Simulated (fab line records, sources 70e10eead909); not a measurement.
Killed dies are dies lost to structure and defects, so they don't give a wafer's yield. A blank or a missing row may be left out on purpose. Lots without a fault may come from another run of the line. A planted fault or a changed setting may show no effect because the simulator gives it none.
Chamber matching | flow nand_harc | NHARC_A_BONDPAD_STRIP_15 on rie_diel-13: 4 sister chambers
The step strips in O2. 18 wafers are shown with their chamber, then 9 later ones without.

WAFERS WITH THEIR CHAMBER
wafer  | chamber | showerhead_plenum_p_Torr (Torr) | drypump_motor_current_A (A) | rf_vpp_V (V)
L078.3 | 0       | 3.48                            | 5.7                         | 55.6
L078.4 | 2       | 3.63                            | 6.0                         | 57.5
L078.6 | 2       | 3.63                            | 6.0                         | 58.2
L082.3 | 1       | 3.43                            | 5.4                         | 58.0
L082.4 | 0       | 3.47                            | 5.7                         | 57.1
L082.6 | 2       | 3.62                            | 6.1                         | 58.1
L083.1 | 1       | 3.43                            | 5.4                         | 58.8
L083.4 | 0       | 3.47                            | 5.7                         | 58.8
L083.5 | 1       | 3.43                            | 5.4                         | 57.3
L085.1 | 1       | 3.43                            | 5.4                         | 57.8
L085.3 | 2       | 3.62                            | 6.0                         | 57.1
L085.4 | 0       | 3.47                            | 5.7                         | 55.5
L084.2 | 1       | 3.43                            | 5.4                         | 58.2
L084.3 | 2       | 3.62                            | 6.0                         | 58.3
L084.5 | 1       | 3.43                            | 5.4                         | 57.6
L089.2 | 1       | 3.42                            | 5.4                         | 56.3
L089.3 | 3       | 3.52                            | 5.4                         | 56.9
L089.6 | 2       | 3.62                            | 6.1                         | 58.8

SIGNATURES (means of the wafers above)
reading                  | chamber 0 | chamber 1 | chamber 2 | chamber 3 | scatter within a chamber
showerhead_plenum_p_Torr | 3.4725    | 3.4286    | 3.6233    | 3.5200    | 0.00458
drypump_motor_current_A  | 5.700     | 5.400     | 6.033     | 5.400     | 0.0309
rf_vpp_V                 | 56.750    | 57.714    | 58.000    | 56.900    | 0.954
Rule: a wafer's distance from a chamber is the root of the sum, over the readings, of the square of ((its reading less the chamber's mean) divided by the reading's scatter). The wafer belongs to the nearest chamber; if the next one is less than 2 further off, it can't be placed. The scatter: the root of (the sum of the squares of (reading less its chamber's mean) over the shown wafers, divided by (wafers less chambers)).

WAFERS WITHOUT THEIR CHAMBER
wafer  | showerhead_plenum_p_Torr (Torr) | drypump_motor_current_A (A) | rf_vpp_V (V)
L093.1 | 3.42                            | 5.4                         | 56.1
L093.4 | 3.61                            | 6.0                         | 57.1
L093.5 | 3.61                            | 6.0                         | 57.3
L095.1 | 3.46                            | 5.7                         | 56.5
L095.3 | 3.51                            | 5.4                         | 58.7
L095.5 | 3.42                            | 5.4                         | 57.8
L096.3 | 3.51                            | 5.4                         | 58.3
L096.4 | 3.61                            | 6.0                         | 58.3
L096.5 | 3.51                            | 5.4                         | 59.6

WHICH CHAMBER EACH WENT THROUGH
wafer  | from the rows above | in truth
L093.1 | 1                   | 1
L093.4 | 2                   | 2
L093.5 | 2                   | 2
L095.1 | 0                   | 0
L095.3 | 3                   | 3
L095.5 | 1                   | 1
L096.3 | 3                   | 3
L096.4 | 2                   | 2
L096.5 | 3                   | 3
Placed correctly: 9 of 9. Can't be placed from these rows: 0. Placed wrongly: 0.
